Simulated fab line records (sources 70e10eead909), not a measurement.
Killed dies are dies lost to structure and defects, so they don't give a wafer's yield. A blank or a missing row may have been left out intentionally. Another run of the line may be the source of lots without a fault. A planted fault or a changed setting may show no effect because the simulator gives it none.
fab line records | flow nand-harc
record: lots: 6 | wafers: 18 | last-day: 24
route steps=1159 shown A_SGD_CUT@753 END@1159
lots with no fault: from the same line, run without faults
start-h: hours from the record's opening day to when the first of the lot's shown wafers began | wait-h: time in hours since the lot's previous step | " repeats the value in the row above | L1.1+2: several wafers, shown together as one row | - value missing, or start not given | * or withheld: withheld | < > ~ a bound
route shown NAME@n: a module of which the file shows steps, and the number in the route of the first | usual: the fault-free wafers' mean and standard deviation | same: alike in all rows | chamber/n: place in a boat | sites: the reading at each site | _std_site: the standard deviation of these | _edge_site: the outer-site mean with the inner-site mean subtracted | radius-mm: for every site, how far away it sits from the centre of the wafer | mask NAME#n: copy n | behind: the most recent tool/chamber to have shaped the wafer | hold: why the lot was held/for how many hours/how that ended | device: whichever transistor did not switch (one of n, p or np) | end of line: at the end of the route, the tests of the same wafers | for a step that has no rows: nothing shown but its recipe | killed: not the wafer's yield, but the dies lost to structure and defects at the first sort | map: a wafer's dies, x killed, . not, _ none there
set.NAME: setting as actually run; set.NAME@STEP: the setting as run at that earlier step | model.NAME: the simulator's own value behind a step, which no gauge read
lots at some steps of the route; a table a step, a row a wafer
services: the hour from which a tool's chamber was out of use, counted from the record's first day as start-h (under 0 if before that day), plus the number of hours and why
== steps ==
step: NHARC_A_SGD_CUT_SOFTBAKE_04
recipe: temp-c: 105 | time-s: 55
step: NHARC_A_SGD_CUT_EBR_05
step: NHARC_A_SGD_CUT_EXPOSE_06
recipe: na: 1.35 | dose-mj: 85.59 | mask-id: SGD
step: NHARC_A_SGD_CUT_PEB_07
recipe: peb-temp-c: 100 | peb-time-s: 65
step: NHARC_A_SGD_CUT_DEVELOP_08
recipe: develop-time-s: 35 | dev-temp-c: 23
step: NHARC_A_SGD_CUT_CD_MEAS_09
recipe: target-cd-nm: 100 | landing-energy-ev: 500
usual: cd-nm: 100.0/0.56
lot.wafer | tool      | chamber | start-h | wait-h | cd-nm
L391.3    | cd-sem-01 | 0       | 310.97  | -      | 99.8
L391.4    | "         | 0       | "       | "      | 100.4
L391.5    | "         | 0       | "       | "      | 100.3
L390.3    | cd-sem-02 | 0       | 311.74  | -      | 100.1
L390.4    | "         | 0       | "       | "      | 100.9
L390.5    | "         | 0       | "       | "      | 100.1
L393.1    | cd-sem-01 | 0       | 326.12  | -      | 100.0
L393.2    | "         | 0       | "       | "      | 100.6
L393.6    | "         | 0       | "       | "      | 100.0
L409.4    | cd-sem-02 | 0       | 408.40  | -      | 99.4
L409.5    | "         | 0       | "       | "      | 99.0
L409.6    | "         | 0       | "       | "      | 99.8
L407.2    | cd-sem-03 | 0       | 410.11  | -      | 100.0
L407.4    | "         | 0       | "       | "      | 101.0
L407.5    | "         | 0       | "       | "      | 100.3
L412.2    | cd-sem-01 | 0       | 448.76  | -      | 99.6
L412.3    | "         | 0       | "       | "      | 100.3
L412.5    | "         | 0       | "       | "      | 99.4
step: NHARC_A_SGD_CUT_OVL_MEAS_10
usual: overlay-x-nm: 0.0/0.75 | overlay-y-nm: 0.2/0.82
lot.wafer | tool       | chamber | start-h | wait-h | overlay-x-nm | overlay-y-nm
L391.3    | overlay-02 | -       | 311.06  | -      | -0.4         | 1.3
L391.4    | "          | -       | "       | "      | 0.2          | 0.9
L391.5    | "          | -       | "       | "      | -0.1         | 2.0
L390.3    | overlay-02 | -       | 311.83  | -      | 0.5          | 0.7
L390.4    | "          | -       | "       | "      | 0.2          | 0.4
L390.5    | "          | -       | "       | "      | 0.4          | 0.9
L393.1    | overlay-02 | -       | 326.21  | -      | -0.2         | 0.6
L393.2    | "          | -       | "       | "      | -0.1         | 0.4
L393.6    | "          | -       | "       | "      | 0.1          | 0.3
L409.4    | overlay-02 | -       | 408.48  | -      | 0.3          | -1.0
L409.5    | "          | -       | "       | "      | 0.6          | -1.3
L409.6    | "          | -       | "       | "      | 0.8          | -1.1
L407.2    | overlay-01 | -       | 410.19  | -      | -0.6         | 0.7
L407.4    | "          | -       | "       | "      | -0.8         | 0.8
L407.5    | "          | -       | "       | "      | -1.1         | 1.2
L412.2    | overlay-02 | -       | 448.84  | -      | -0.7         | 1.5
L412.3    | "          | -       | "       | "      | -0.5         | 0.8
L412.5    | "          | -       | "       | "      | -0.8         | 0.8
step: NHARC_A_SGD_CUT_INSPECT_11
usual: raw-defect-count: 18/9.3
lot.wafer | tool              | chamber | start-h | wait-h | raw-defect-count
L391.3    | defect-inspect-01 | -       | 311.09  | 0.0    | 12
L391.4    | "                 | -       | "       | "      | 8
L391.5    | "                 | -       | "       | "      | 6
L390.3    | defect-inspect-01 | -       | 311.86  | 0.0    | 17
L390.4    | "                 | -       | "       | "      | 18
L390.5    | "                 | -       | "       | "      | 17
L393.1    | defect-inspect-02 | -       | 326.24  | 0.0    | 22
L393.2    | "                 | -       | "       | "      | 24
L393.6    | "                 | -       | "       | "      | 20
L409.4    | defect-inspect-02 | -       | 408.51  | 0.0    | 11
L409.5    | "                 | -       | "       | "      | 13
L409.6    | "                 | -       | "       | "      | 8
L407.2    | defect-inspect-01 | -       | 410.23  | 0.0    | 22
L407.4    | "                 | -       | "       | "      | 16
L407.5    | "                 | -       | "       | "      | 39
L412.2    | defect-inspect-01 | -       | 448.88  | 0.0    | 12
L412.3    | "                 | -       | "       | "      | 9
L412.5    | "                 | -       | "       | "      | 12
step: NHARC_A_SGD_CUT_DESCUM_14
recipe: time-s: 3 | o2-flow-sccm: 200 | ar-flow-sccm: 0 | bias-power-w: 0 | chemistry: O2
usual: drypump-motor-current-A: 5.8/0.54 | oes-product-au: 0.996/0.012 | rf-vpp-V: 57.7/0.95 | showerhead-plenum-p-Torr: 1.88/0.076 | throttle-valve-pct: 11.312/0.0093
lot.wafer | tool        | chamber | start-h | wait-h | drypump-motor-current-A | oes-product-au | rf-hours-counter-h | rf-vpp-V | showerhead-plenum-p-Torr | throttle-valve-pct
L391.3    | rie-diel-05 | 1       | 311.17  | 0.1    | 6.4                     | 0.973          | 13                 | 58.4     | 2.01                     | 11.295
L391.4    | "           | 2       | "       | "      | 5.4                     | 0.986          | 12                 | 57.6     | 1.99                     | 11.322
L391.5    | "           | 3       | "       | "      | 6.2                     | 0.993          | -                  | 59.1     | 1.85                     | 11.320
L390.3    | rie-diel-13 | 0       | 311.92  | 0.1    | 5.9                     | 1.010          | 1                  | 58.4     | 1.79                     | 11.317
L390.4    | "           | 1       | "       | "      | 4.8                     | 1.003          | 1                  | 57.9     | 1.85                     | 11.300
L390.5    | "           | 0       | "       | "      | 5.9                     | 0.995          | -                  | 58.0     | 1.79                     | 11.324
L393.1    | rie-diel-01 | 1       | 326.32  | 0.1    | 6.6                     | 0.997          | 0                  | 57.1     | 1.89                     | 11.320
L393.2    | "           | 2       | "       | "      | 5.1                     | 1.007          | 0                  | 57.6     | 1.86                     | 11.303
L393.6    | "           | 3       | "       | "      | 5.9                     | 1.007          | -                  | 57.3     | 1.82                     | 11.321
L409.4    | rie-diel-05 | 1       | 408.58  | 0.1    | 6.3                     | 0.983          | 4                  | 57.0     | 2.00                     | 11.316
L409.6    | "           | 0       | "       | "      | 6.4                     | 0.971          | -                  | 58.0     | 1.91                     | 11.314
L409.5    | "           | 1       | "       | "      | 6.4                     | 0.977          | -                  | 58.3     | 2.00                     | 11.300
L407.2    | rie-diel-05 | 1       | 410.29  | 0.1    | 6.3                     | 0.986          | 4                  | 59.2     | 2.00                     | 11.316
L407.4    | "           | 3       | "       | "      | 6.2                     | 0.982          | 5                  | 56.5     | 1.85                     | 11.323
L407.5    | "           | 2       | "       | "      | 5.5                     | 1.001          | -                  | 57.4     | 1.99                     | 11.319
L412.3    | rie-diel-01 | 0       | 448.96  | 0.1    | 5.3                     | 1.010          | 13                 | 58.2     | 1.79                     | 11.336
L412.2    | "           | 1       | "       | "      | 6.6                     | 0.993          | 13                 | 57.2     | 1.89                     | 11.298
L412.5    | "           | 2       | "       | "      | 5.0                     | 0.990          | -                  | 58.3     | 1.85                     | 11.310
step: NHARC_A_SGD_CUT_ETCH_58
recipe: target-depth-a: 390 | over-etch-frac: 0.3 | time-s: 65 | ion-energy-ev: 80 | cf4-flow-sccm: 150 | ar-flow-sccm: 0 | rf-w: 300 | bias-w: 100 | chemistry: CF4
usual: drypump-motor-current-A: 5.8/0.54 | oes-product-au: 0.997/0.012 | rf-vpp-V: 151.0/1.2 | run-length-s: 86.2/0.5 | showerhead-plenum-p-Torr: 1.74/0.066 | throttle-valve-pct: 13.285/0.0091
lot.wafer | tool        | chamber | start-h | wait-h | drypump-motor-current-A | oes-product-au | rf-hours-counter-h | rf-vpp-V | run-length-s | showerhead-plenum-p-Torr | throttle-valve-pct
L391.4    | rie-diel-05 | 3       | 311.24  | 0.1    | 6.2                     | 0.984          | 10                 | 151.1    | 86.1         | 1.71                     | 13.296
L391.3    | "           | 2       | "       | "      | 5.5                     | 0.988          | 12                 | 152.7    | 86.4         | 1.83                     | 13.284
L391.5    | "           | 3       | "       | "      | 6.2                     | 0.993          | -                  | 151.0    | 86.4         | 1.71                     | 13.289
L390.4    | rie-diel-13 | 3       | 312.02  | 0.1    | 5.4                     | 0.990          | 1                  | 150.8    | 86.0         | 1.70                     | 13.272
L390.3    | "           | 0       | "       | "      | 5.9                     | 0.990          | 1                  | 149.9    | 86.1         | 1.66                     | 13.280
L390.5    | "           | 2       | "       | "      | 5.4                     | 1.000          | -                  | 152.9    | 87.1         | 1.85                     | 13.294
L393.2    | rie-diel-01 | 3       | 326.41  | 0.1    | 5.9                     | 1.013          | 1                  | 150.6    | 86.1         | 1.69                     | 13.301
L393.1    | "           | 2       | "       | "      | 5.0                     | 1.020          | 0                  | 149.6    | 86.4         | 1.72                     | 13.290
L393.6    | "           | 0       | "       | "      | 5.3                     | 1.025          | -                  | 150.0    | 85.8         | 1.67                     | 13.286
L409.4    | rie-diel-05 | 1       | 408.68  | 0.1    | 6.3                     | 0.983          | 4                  | 151.9    | 86.4         | 1.85                     | 13.289
L409.5    | "           | 2       | "       | "      | 5.5                     | 0.985          | -                  | 151.8    | 86.6         | 1.83                     | 13.276
L409.6    | "           | 3       | "       | "      | 6.2                     | 0.980          | -                  | 149.9    | 86.1         | 1.71                     | 13.295
L407.2    | rie-diel-05 | 2       | 410.38  | 0.1    | 5.4                     | 0.991          | 5                  | 152.2    | 86.9         | 1.83                     | 13.279
L407.4    | "           | 3       | "       | "      | 6.2                     | 0.987          | 5                  | 150.6    | 86.0         | 1.71                     | 13.278
L407.5    | "           | 1       | "       | "      | 6.4                     | 0.991          | -                  | 152.6    | 86.8         | 1.85                     | 13.288
L412.3    | rie-diel-01 | 1       | 449.03  | 0.1    | 6.6                     | 1.004          | 13                 | 152.4    | 85.4         | 1.75                     | 13.277
L412.2    | "           | 3       | "       | "      | 5.9                     | 0.999          | 14                 | 149.0    | 85.8         | 1.69                     | 13.285
L412.5    | "           | 0       | "       | "      | 5.3                     | 1.020          | -                  | 151.3    | 86.1         | 1.66                     | 13.301
step: NHARC_A_SGD_CUT_ETCH_59
recipe: target-depth-a: 2600 | over-etch-frac: 0.25 | time-s: 406.25 | ion-energy-ev: 200 | n2-flow-sccm: 150 | h2-flow-sccm: 150 | ar-flow-sccm: 0 | rf-w: 400 | bias-w: 150 | chemistry: N2/H2
usual: drypump-motor-current-A: 5.8/0.54 | oes-product-au: 0.995/0.012 | rf-vpp-V: 429.8/2.6 | run-length-s: 427.5/0.48 | showerhead-plenum-p-Torr: 2.01/0.085 | throttle-valve-pct: 14.169/0.0091
lot.wafer | tool        | chamber | start-h | wait-h | drypump-motor-current-A | oes-product-au | rf-hours-counter-h | rf-vpp-V | run-length-s | showerhead-plenum-p-Torr | throttle-valve-pct
L391.4    | rie-diel-05 | 1       | -       | -      | 6.3                     | 0.977          | 13                 | 432.6    | 427.8        | 2.14                     | 14.160
L391.3    | "           | 3       | "       | "      | 6.2                     | 1.002          | 10                 | 428.2    | 427.5        | 1.97                     | 14.159
L391.5    | "           | 1       | "       | "      | 6.3                     | 0.975          | -                  | 434.0    | 427.7        | 2.14                     | 14.171
L390.3    | rie-diel-13 | 0       | -       | -      | 5.9                     | 1.006          | 1                  | 428.1    | 428.1        | 1.91                     | 14.184
L390.4    | "           | 3       | "       | "      | 5.4                     | 0.999          | 1                  | 427.1    | 427.0        | 1.95                     | 14.177
L390.5    | "           | 0       | "       | "      | 5.9                     | 0.995          | -                  | 425.9    | 427.3        | 1.91                     | 14.181
L393.1    | rie-diel-01 | 0       | -       | -      | 5.3                     | 1.016          | 1                  | 428.1    | 427.2        | 1.91                     | 14.164
L393.2    | "           | 1       | "       | "      | 6.6                     | 1.001          | 0                  | 430.8    | 426.7        | 2.01                     | 14.168
L393.6    | "           | 0       | "       | "      | 5.3                     | 1.022          | -                  | 427.5    | 427.4        | 1.91                     | 14.152
L409.4    | rie-diel-05 | 0       | -       | -      | 6.4                     | 0.983          | 5                  | 431.5    | 427.0        | 2.04                     | 14.160
L409.5    | "           | 3       | "       | "      | 6.2                     | 0.984          | -                  | 428.3    | 427.4        | 1.97                     | 14.157
L409.6    | "           | 0       | "       | "      | 6.4                     | 0.992          | -                  | 431.1    | 427.1        | 2.04                     | 14.177
L407.2    | rie-diel-05 | 1       | -       | -      | 6.4                     | 0.973          | 5                  | 433.6    | 428.3        | 2.14                     | 14.167
L407.4    | "           | 3       | "       | "      | 6.2                     | 0.977          | 5                  | 429.0    | 427.9        | 1.97                     | 14.165
L407.5    | "           | 1       | "       | "      | 6.4                     | 0.968          | -                  | 434.5    | 427.6        | 2.14                     | 14.179
L412.3    | rie-diel-01 | 1       | -       | -      | 6.6                     | 1.004          | 13                 | 427.9    | 427.2        | 2.01                     | 14.177
L412.2    | "           | 2       | "       | "      | 5.1                     | 0.998          | 11                 | 429.2    | 428.2        | 1.97                     | 14.175
L412.5    | "           | 0       | "       | "      | 5.3                     | 1.008          | -                  | 426.4    | 427.2        | 1.91                     | 14.171
step: NHARC_A_SGD_CUT_ETCH_15
recipe: target-depth-a: 750 | time-s: 64.3 | ch3f-flow-sccm: 50 | o2-flow-sccm: 30 | ar-flow-sccm: 200 | rf-w: 500 | bias-w: 100 | chemistry: CH3F/O2
usual: drypump-motor-current-A: 5.7/0.56 | oes-product-au: 0.958/0.016 | rf-vpp-V: 263.3/1.6 | run-length-s: 85.6/0.54 | showerhead-plenum-p-Torr: 2.43/0.094 | throttle-valve-pct: 20.663/0.0089
lot.wafer | tool        | chamber | start-h | wait-h | drypump-motor-current-A | oes-product-au | rf-hours-counter-h | rf-vpp-V | run-length-s | showerhead-plenum-p-Torr | throttle-valve-pct
L391.3    | rie-diel-05 | 3       | -       | -      | 6.2                     | 0.952          | 10                 | 262.8    | 85.8         | 2.38                     | 20.670
L391.4    | "           | 0       | "       | "      | 6.4                     | 0.948          | 13                 | 264.4    | 85.2         | 2.46                     | 20.668
L391.5    | "           | 1       | "       | "      | 6.3                     | 0.957          | -                  | 265.3    | 86.1         | 2.57                     | 20.666
L390.3    | rie-diel-13 | 2       | -       | -      | 5.4                     | 0.980          | 1                  | 264.2    | 86.6         | 2.57                     | 20.675
L390.4    | "           | 0       | "       | "      | 5.9                     | 0.948          | 1                  | 262.2    | 85.3         | 2.31                     | 20.671
L390.5    | "           | 1       | "       | "      | 4.8                     | 0.951          | -                  | 261.8    | 85.5         | 2.38                     | 20.674
L393.1    | rie-diel-01 | 1       | -       | -      | 6.6                     | 0.943          | 1                  | 262.8    | 84.6         | 2.43                     | 20.646
L393.2    | "           | 2       | "       | "      | 5.1                     | 0.951          | 1                  | 263.9    | 85.4         | 2.39                     | 20.655
L393.6    | "           | 1       | "       | "      | 6.6                     | 0.931          | -                  | 264.4    | 84.6         | 2.43                     | 20.673
L409.4    | rie-diel-05 | 0       | -       | -      | 6.4                     | 0.934          | 5                  | 263.2    | 84.7         | 2.46                     | 20.671
L409.5    | "           | 1       | "       | "      | 6.4                     | 0.947          | -                  | 266.4    | 85.9         | 2.57                     | 20.663
L409.6    | "           | 2       | "       | "      | 5.5                     | 0.960          | -                  | 264.8    | 86.2         | 2.55                     | 20.657
L407.4    | rie-diel-05 | 3       | -       | -      | 6.2                     | 0.959          | 5                  | 262.8    | 85.9         | 2.37                     | 20.665
L407.2    | "           | 1       | "       | "      | 6.4                     | 0.949          | 5                  | 265.6    | 86.1         | 2.57                     | 20.652
L407.5    | "           | 2       | "       | "      | 5.5                     | 0.953          | -                  | 264.0    | 86.2         | 2.55                     | 20.663
L412.2    | rie-diel-01 | 1       | -       | -      | 6.6                     | 0.955          | 13                 | 262.5    | 84.6         | 2.42                     | 20.665
L412.3    | "           | 2       | "       | "      | 5.1                     | 0.955          | 11                 | 261.7    | 85.7         | 2.38                     | 20.662
L412.5    | "           | 1       | "       | "      | 6.6                     | 0.959          | -                  | 262.7    | 84.6         | 2.42                     | 20.678
step: NHARC_A_SGD_CUT_ETCH_16
recipe: target-depth-a: 3105 | time-s: 155.2 | c4f8-flow-sccm: withheld | o2-flow-sccm: 8 | ar-flow-sccm: withheld | rf-w: 600 | bias-w: 800 | chemistry: C4F8/O2/Ar
usual: oes-product-au: 0.971/0.013 | rf-vpp-V: 722/3.8 | run-length-s: 176.5/0.49
lot.wafer | tool        | chamber | start-h | wait-h | oes-product-au | rf-hours-counter-h | rf-vpp-V | run-length-s
L391.3    | rie-diel-05 | 3       | 311.73  | -      | 0.965          | 10                 | 720      | 176.6
L391.4    | "           | 0       | "       | "      | 0.952          | 13                 | 722      | 176.0
L391.5    | "           | 3       | "       | "      | 0.958          | -                  | 720      | 176.2
L390.3    | rie-diel-13 | 3       | 312.49  | -      | 0.985          | 1                  | 718      | 175.8
L390.4    | "           | 1       | "       | "      | 0.975          | 1                  | 718      | 176.7
L390.5    | "           | 3       | "       | "      | 0.979          | -                  | 719      | 176.3
L393.2    | rie-diel-01 | 0       | 326.90  | -      | 0.968          | 1                  | 718      | 176.1
L393.1    | "           | 1       | "       | "      | 0.956          | 1                  | 721      | 175.4
L393.6    | "           | 0       | "       | "      | 0.976          | -                  | 717      | 176.4
L409.4    | rie-diel-05 | 2       | 409.18  | -      | 0.987          | 4                  | 728      | 176.6
L409.5    | "           | 3       | "       | "      | 0.958          | -                  | 720      | 176.2
L409.6    | "           | 0       | "       | "      | 0.948          | -                  | 723      | 157.3
L407.4    | rie-diel-05 | 2       | 410.86  | -      | 0.961          | 5                  | 725      | 176.8
L407.2    | "           | 0       | "       | "      | 0.955          | 5                  | 723      | 157.0
L407.5    | "           | 2       | "       | "      | 0.978          | -                  | 728      | 176.7
L412.2    | rie-diel-01 | 0       | 449.52  | -      | 0.991          | 14                 | 718      | 176.5
L412.3    | "           | 1       | "       | "      | 0.971          | 13                 | 720      | 175.8
L412.5    | "           | 3       | "       | "      | 0.953          | -                  | 718      | 176.8
step: NHARC_A_SGD_CUT_STRIP_60
recipe: c4f8-flow-sccm: withheld | o2-flow-sccm: 8 | ar-flow-sccm: withheld | bias-w: 0 | chemistry: C4F8/O2/Ar
step: NHARC_END_SORT_01
recipe: temp-c: 25
usual: killed-at-array: 29/8.4 | killed-at-other: 0.7/1.2 | killed-at-periphery: 3.8/2.1 | killed-dies: 33/9 | killed-open: 3.4/2 | killed-short: 2.1/1.4
same: gross-dies: 677
lot.wafer | tool      | chamber | start-h | wait-h | killed-at-array | killed-at-other | killed-at-periphery | killed-dies | killed-open | killed-short
L407.2    | prober-01 | 0       | 543.28  | 2.8    | 672             | 1               | 4                   | 677         | 5           | 5
L409.6    | prober-02 | 0       | 553.97  | 3.9    | 675             | 2               | 0                   | 677         | 1           | 0
killed by level:class
L407.2 A_SGD_CUT:area-etch=647 A_CHANNEL_HOLE_D1:chamber-film-flake=15 A_ONON_D1:geometric-particle:short=2 A_STAIRCASE:chamber-film-flake=2 P_CONTACT:geometric-particle:short=1 P_M0:geometric-particle:open=1 A_CHANNEL_FILL_D1:geometric-particle:short=1 A_SLIT:geometric-particle:open=1
L409.6 A_SGD_CUT:area-etch=663 A_CHANNEL_HOLE_D1:chamber-film-flake=3 A_CONTACT:chamber-film-flake=3 A_WL_FILL:chamber-film-flake=2 A_SGD_CUT:geometric-particle:open=1 A_CHANNEL_FILL_D1:chamber-film-flake=1 A_STAIRCASE:chamber-film-flake=1 A_SLIT:chamber-film-flake=1
map L407.2 (x killed, . not)
____________x____________
_________xxxxxxx_________
_______xxxxxxxxxxx_______
______xxxxxxxxxxxxx______
_____xxxxxxxxxxxxxxx_____
____xxxxxxxxxxxxxxxxx____
____xxxxxxxxxxxxxxxxx____
___xxxxxxxxxxxxxxxxxxx___
___xxxxxxxxxxxxxxxxxxx___
__xxxxxxxxxxxxxxxxxxxxx__
__xxxxxxxxxxxxxxxxxxxxx__
_xxxxxxxxxxxxxxxxxxxxxxx_
_xxxxxxxxxxxxxxxxxxxxxxx_
_xxxxxxxxxxxxxxxxxxxxxxx_
_xxxxxxxxxxxxxxxxxxxxxxx_
_xxxxxxxxxxxxxxxxxxxxxxx_
xxxxxxxxxxxxxxxxxxxxxxxxx
xxxxxxxxxxxxxxxxxxxxxxxxx
xxxxxxxxxxxxxxxxxxxxxxxxx
xxxxxxxxxxxxxxxxxxxxxxxxx
xxxxxxxxxxxxxxxxxxxxxxxxx
_xxxxxxxxxxxxxxxxxxxxxxx_
_xxxxxxxxxxxxxxxxxxxxxxx_
_xxxxxxxxxxxxxxxxxxxxxxx_
_xxxxxxxxxxxxxxxxxxxxxxx_
_xxxxxxxxxxxxxxxxxxxxxxx_
__xxxxxxxxxxxxxxxxxxxxx__
__xxxxxxxxxxxxxxxxxxxxx__
___xxxxxxxxxxxxxxxxxxx___
___xxxxxxxxxxxxxxxxxxx___
____xxxxxxxxxxxxxxxxx____
____xxxxxxxxxxxxxxxxx____
_____xxxxxxxxxxxxxxx_____
______xxxxxxxxxxxxx______
_______xxxxxxxxxxx_______
_________xxxxxxx_________
____________x____________
map L409.6 (x killed, . not)
____________x____________
_________xxxxxxx_________
_______xxxxxxxxxxx_______
______xxxxxxxxxxxxx______
_____xxxxxxxxxxxxxxx_____
____xxxxxxxxxxxxxxxxx____
____xxxxxxxxxxxxxxxxx____
___xxxxxxxxxxxxxxxxxxx___
___xxxxxxxxxxxxxxxxxxx___
__xxxxxxxxxxxxxxxxxxxxx__
__xxxxxxxxxxxxxxxxxxxxx__
_xxxxxxxxxxxxxxxxxxxxxxx_
_xxxxxxxxxxxxxxxxxxxxxxx_
_xxxxxxxxxxxxxxxxxxxxxxx_
_xxxxxxxxxxxxxxxxxxxxxxx_
_xxxxxxxxxxxxxxxxxxxxxxx_
xxxxxxxxxxxxxxxxxxxxxxxxx
xxxxxxxxxxxxxxxxxxxxxxxxx
xxxxxxxxxxxxxxxxxxxxxxxxx
xxxxxxxxxxxxxxxxxxxxxxxxx
xxxxxxxxxxxxxxxxxxxxxxxxx
_xxxxxxxxxxxxxxxxxxxxxxx_
_xxxxxxxxxxxxxxxxxxxxxxx_
_xxxxxxxxxxxxxxxxxxxxxxx_
_xxxxxxxxxxxxxxxxxxxxxxx_
_xxxxxxxxxxxxxxxxxxxxxxx_
__xxxxxxxxxxxxxxxxxxxxx__
__xxxxxxxxxxxxxxxxxxxxx__
___xxxxxxxxxxxxxxxxxxx___
___xxxxxxxxxxxxxxxxxxx___
____xxxxxxxxxxxxxxxxx____
____xxxxxxxxxxxxxxxxx____
_____xxxxxxxxxxxxxxx_____
______xxxxxxxxxxxxx______
_______xxxxxxxxxxx_______
_________xxxxxxx_________
____________x____________
== services ==
tool        | chamber | start-h | hours | kind
rie-diel-05 | 0       | 295.39  | -     | clean
rie-diel-05 | 1       | 295.39  | -     | clean
rie-diel-05 | 2       | 295.39  | -     | clean
rie-diel-05 | 3       | 295.39  | -     | clean
rie-diel-13 | 2       | 297.51  | 2.9   | repair
rie-diel-01 | -       | 314.80  | 9.0   | pm
rie-diel-05 | 0       | 319.90  | -     | clean
rie-diel-05 | 1       | 319.90  | -     | clean
rie-diel-05 | 2       | 319.90  | -     | clean
rie-diel-05 | 3       | 319.90  | -     | clean
rie-diel-01 | 2       | 332.50  | 1.7   | repair
rie-diel-05 | -       | 340.80  | 9.0   | pm
rie-diel-05 | 0       | 340.80  | 9.0   | vent-cycle
rie-diel-05 | 1       | 340.80  | 9.0   | vent-cycle
rie-diel-05 | 2       | 340.80  | 9.0   | vent-cycle
rie-diel-05 | 3       | 340.80  | 9.0   | vent-cycle
rie-diel-05 | 0       | 349.80  | -     | clean
rie-diel-05 | 1       | 349.80  | -     | clean
rie-diel-05 | 2       | 349.80  | -     | clean
rie-diel-05 | 3       | 349.80  | -     | clean
rie-diel-01 | 2       | 352.27  | 9.4   | repair
rie-diel-05 | 0       | 374.30  | -     | clean
rie-diel-01 | 2       | 400.87  | 3.2   | repair
rie-diel-05 | -       | 402.94  | 0.5   | repair
== key ==
first-sign: step: NHARC_A_SGD_CUT_ETCH_16 | reading: run-length-s | direction: down | sigmas: 39 | usual: * | struck: *
effect: step: NHARC_END_SORT_01 | reading: killed-at-array | direction: up | sigmas: 76 | usual: 29 | struck: 674
more-kills-born-at: NHARC_A_SGD_CUT_ETCH_16@rie-diel-05: 1310
met-at NHARC_A_SGD_CUT_ETCH_16
struck-wafers L407.2,L409.6
later-rows-left-out L407.2,L409.6
tester-left-out L407,L409
onset-between 311.73 409.18
fault: kind: process-parameter-drift | tool: rie-diel-05 | chamber: 0 | onset-h: 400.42 | steps: NHARC_A_SGD_CUT_ETCH_16 | channel: time-s | offset: * | shape: step | end-h: 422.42 | acts-in: * | stated: *
tester-left-out: of these lots the tester's yield and bins aren't shown, on N5 and GAA mostly nor the transistor test; their killed dies are dies lost to structure and defects alone, not to doping, threshold or leakage, so they don't give the yield
later-rows-left-out: the simulator's readings of these wafers behind a module that went badly wrong aren't trusted and aren't shown, but for the sort
